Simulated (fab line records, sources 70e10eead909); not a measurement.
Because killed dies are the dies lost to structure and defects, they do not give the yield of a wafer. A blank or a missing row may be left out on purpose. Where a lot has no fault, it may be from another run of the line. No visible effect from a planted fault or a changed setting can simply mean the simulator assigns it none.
Matching of chambers    flow nand-harc    4 sister chambers for NHARC_A_STAIRCASE_CMP_450 on cmp-04
The step polishes SiO2, target thk 200 nm. 8 wafers are shown with their chamber, then 11 later ones without.

== WAFERS, EACH WITH ITS CHAMBER ==
wafer   chamber  motor-current-A (A)
L081.1  1        12.8
L088.2  0        9.9
L088.3  1        12.0
L088.6  0        10.0
L092.4  3        9.2
L092.5  3        10.0
L092.6  2        10.5
L094.4  2        10.4

== WAFERS MISSING THEIR CHAMBER ==
wafer   motor-current-A (A)
L094.5  10.9
L094.6  9.6
L094.1  13.2
L094.2  9.6
L094.3  10.5
L097.1  10.6
L097.4  9.4
L097.5  10.5
L097.2  11.1
L097.3  13.0
L097.6  13.2

== WHICH CHAMBER EACH ONE RAN IN ==
wafer   from the rows above           in truth
L094.5  can't be placed: 2 or 0       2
L094.6  can't be placed: 3 or 0       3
L094.1  1                             1
L094.2  can't be placed: 3 or 0       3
L094.3  can't be placed: 2 or 0       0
L097.1  can't be placed: 2 or 0       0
L097.4  can't be placed: 3 or 0       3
L097.5  can't be placed: 2 or 0       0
L097.2  can't be placed: 2 or 0 or 1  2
L097.3  1                             1
L097.6  1                             1
Correct placement for 3 of the 11. Unplaceable from these rows: 8, with the true chamber sitting among the candidates in 8. 0 placed wrongly.
How it was worked out, from the rows above alone: a wafer's distance from a chamber is the root of the sum, over the readings, of the square of ((its reading less the chamber's mean) divided by the reading's scatter). If the next closest chamber is less than 2 further off than the closest, the wafer can't be placed; otherwise it belongs to the closest. A chamber's mean is the mean of its shown wafers. The scatter: the root of (the sum of the squares of (reading less its chamber's mean) over the shown wafers, divided by (wafers less chambers)).
